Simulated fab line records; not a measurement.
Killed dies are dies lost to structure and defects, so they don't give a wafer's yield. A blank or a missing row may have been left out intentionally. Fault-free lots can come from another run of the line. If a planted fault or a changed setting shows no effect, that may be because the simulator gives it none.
Chamber matching ; flow nand harc ; NHARC_A_STAIRCASE_DESCUM_443 on rie diel-13 has 4 sister chambers
The step chemistry O2, time 3 s. 4 wafers are shown with their chamber, then 8 later ones without.

EACH WAFER AND ITS CHAMBER
wafer;chamber;showerhead plenum p Torr (Torr)
L078.5;3;1.86
L081.5;2;1.98
L084.2;0;1.81
L086.1;1;1.86

WAFERS WHOSE CHAMBER IS MISSING
wafer;showerhead plenum p Torr (Torr)
L086.2;1.81
L086.4;1.98
L087.2;1.86
L087.3;1.86
L087.4;1.81
L097.2;1.85
L097.4;1.85
L097.6;1.80

WHICH CHAMBER EACH ONE RAN IN
wafer;from the rows above;in truth
L086.2;0;0
L086.4;2;2
L087.2;can't be placed: 1 or 3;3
L087.3;can't be placed: 1 or 3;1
L087.4;0;0
L097.2;can't be placed: 1 or 3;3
L097.4;can't be placed: 1 or 3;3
L097.6;0;0
Correct placement for 4 of the 8. Cannot be placed on the basis of these rows: 4; the candidates contain the true chamber in 4. Number placed wrongly: 0.
How it was worked out, from the rows above alone: a wafer's distance from a chamber is the root of the sum, over the readings, of the square of ((its reading less the chamber's mean) divided by the reading's scatter). The wafer belongs to the nearest chamber; if the next one is less than 2 further off, it can't be placed. A chamber's mean is the mean of its shown wafers. The scatter: root of mean squared gap, hidden wafer to nearest shown wafer, with one shown wafer a chamber.
